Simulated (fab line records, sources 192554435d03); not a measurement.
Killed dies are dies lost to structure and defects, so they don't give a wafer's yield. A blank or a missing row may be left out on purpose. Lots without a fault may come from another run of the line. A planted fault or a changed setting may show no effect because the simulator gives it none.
A struck lot beside a sound one | flow n5_finfet | 22 steps out of a route of 1938
Sound: wafers L596.1, L596.3, L596.4. Struck: wafer L593.5. (L593.3 of the same lot was not struck and is left out.) The cause comes at the end.
At each step with rows: each side's tool, then ch and its chambers, then its first start. Under that, the readings that differ: sound wafers | struck wafers | difference of the means | sigmas: that difference in standard deviations of wafers without a fault.
alike: readings whose means differ by less than 2 such deviations, and words and numbers that are the same on both sides. not compared: withheld readings, readings that some wafer has no value for, bounds like >300 that may hide the same value, and numbers for which the record gives no deviation and whose values overlap.
The two part at a step that has a row with sigmas, a row that says differs or no value, or rows on one side only. Numbers that don't overlap but have no deviation are shown without sigmas and don't part them. A reading that every wafer of one side lacks parts them only if that side has two wafers or more.

first, 1 step without rows for these wafers: N5_HKMG_FIN_IL_REGROW_00 (material SiO2, chemistry O3, target thk 0.75 nm, time 30 s).
N5_HKMG_FIN_HK_ALD_01: deposits HfO2, target thk 1.6 nm, pulse time 3 s, purge time 3 s.
  sound on ald_hk-02 ch 0,2,3, day 8 05:56; struck on ald_hk-03 ch 1, day 7 14:25
  alike: precursor_pulse_height_rel
  not compared: since_wet_clean_h
N5_HKMG_FIN_HK_ANNEAL_02: time 30 s.
  sound on rtp_anneal-02 ch 0, day 8 06:11; struck on rtp_anneal-02 ch 0, day 7 14:52
  reading          | sound             | struck | difference | sigmas
  wafer_temp_C_max | 702.9 701.9 702.2 | 704.1  | +1.8       | +3
  alike: lamp_power_pct, lamp_zone_1_pct, lamp_zone_2_pct, lamp_zone_4_pct
N5_HKMG_FIN_ALD_74: deposits La2O3, target thk 0.5 nm, pulse time 6 s, co reactant pulse time 1 s.
  sound on ald_hk-03 ch 0,1,3, day 8 06:25; struck on ald_hk-02 ch 2, day 7 15:01
  alike: heater_power_w, precursor_pulse_height_rel
  not compared: since_wet_clean_h
then, 8 steps without rows for these wafers: N5_HKMG_FIN_ALD_75 (deposits Al2O3, target thk 1 nm, co reactant pulse time 1 s); N5_HKMG_FIN_COAT_41 (time 60 s, resist thk 300 nm); N5_HKMG_FIN_COAT_42 (time 60 s, resist thk 35 nm); N5_HKMG_FIN_COAT_43 (resist thk 90 nm); N5_HKMG_FIN_EBR_45; N5_HKMG_FIN_SOFTBAKE_44 (time 60 s); N5_HKMG_FIN_EXPOSE_46 (exposes mask NDIPOLE); N5_HKMG_FIN_PEB_47 (peb time 60 s).
N5_HKMG_FIN_DEVELOP_48: develop time 30 s.
  sound on litho_track-03 ch 0, day 8 06:46; struck on litho_track-01 ch 0, day 7 15:23
N5_HKMG_FIN_CD_MEAS_49: target cd 202 nm.
  sound on cd_sem-03 ch 0, day 8 06:50; struck on cd_sem-03 ch 0, day 7 15:26
  alike: cd_nm
N5_HKMG_FIN_OVL_MEAS_50:
  sound on overlay-02 ch 0, day 8 06:52; struck on overlay-01 ch 0, day 7 15:28
  reading          | sound        | struck | difference | sigmas
  NDIPOLE_OVL (nm) | -0.6 0.0 0.6 | 1.5    | +1.5       | +2
N5_HKMG_FIN_INSPECT_61: inspects for defects (macro).
  sound on defect_inspect-01, day 8 06:53; struck on defect_inspect-02, day 7 15:29
  alike: raw_defect_count
N5_HKMG_FIN_DESCUM_53: chemistry O2, time 7.9 s.
  sound on rie_diel-05 ch 0,2,3, day 8 07:01; struck on rie_diel-05 ch 3, day 7 15:32
  alike: bias_power_w, drypump_motor_current_A, oes_product_au, rf_fwd_power_W, rf_vpp_V, showerhead_plenum_p_Torr, throttle_valve_pct
  not compared: rf_hours_counter_h
N5_HKMG_FIN_ETCH_54: etches SiARC in CF4, target depth 45.5 nm, time 75.8 s.
  sound on rie_diel-05 ch 0,2,3, day 8 07:02; struck on rie_diel-05 ch 3, day 7 15:34
  alike: drypump_motor_current_A, etch_rf_on_time_s, oes_product_au, rf_fwd_power_W, rf_vpp_V, showerhead_plenum_p_Torr, throttle_valve_pct
  not compared: rf_hours_counter_h
N5_HKMG_FIN_ETCH_55: etches SOC in N2/H2, target depth 240 nm, time 300 s.
  sound on rie_diel-05 ch 0,2,3, day 8 07:06; struck on rie_diel-05 ch 3, day 7 15:37
  reading                          | sound     | struck | difference | sigmas
  model.HKMG_FIN.cd_offset_nm (nm) | 0 0.6 0.2 | -0.6   | -0.9       |
  alike: drypump_motor_current_A, oes_product_au, rf_fwd_power_W, rf_vpp_V, showerhead_plenum_p_Torr, throttle_valve_pct
  not compared: rf_hours_counter_h
then, 1 step without rows for these wafers: N5_HKMG_FIN_STRIP_56 (strips in N2/H2).
-- the record jumps here: 4 days lie between the struck wafers' starts before and after (it left off in module HKMG_FIN and takes up again in module BEOL_M4, whose first step shown is number 1111 of the route) --
N5_BEOL_M4_RC_MEAS_101:
  sound on prober-01 ch 0, day 12 14:57; struck on prober-01 ch 0, day 11 20:54
  reading        | sound             | struck | difference | sigmas
  DIBL_N (mV/V)  | 34.8 34.5 33.6    | 38.1   | +3.8       | +3
  DIBL_P (mV/V)  | 32.8 33.8 31.4    | 38.5   | +5.8       | +3
  IOFF_N (nA/um) | 0.136 0.143 0.121 | 0.192  | +0.059     | +2
  IOFF_P (nA/um) | 0.18 0.19 0.16    | 0.25   | +0.07      | +2
  alike: ION_N, ION_P, SS_N, SS_P, VT_N, VT_P
then, 1 step without rows for these wafers: N5_PASSIVATION_PROBE_49.

WHERE THEY PART
First at N5_HKMG_FIN_HK_ANNEAL_02; last, within this record, at N5_BEOL_M4_RC_MEAS_101.

WHY: what the simulator had put in
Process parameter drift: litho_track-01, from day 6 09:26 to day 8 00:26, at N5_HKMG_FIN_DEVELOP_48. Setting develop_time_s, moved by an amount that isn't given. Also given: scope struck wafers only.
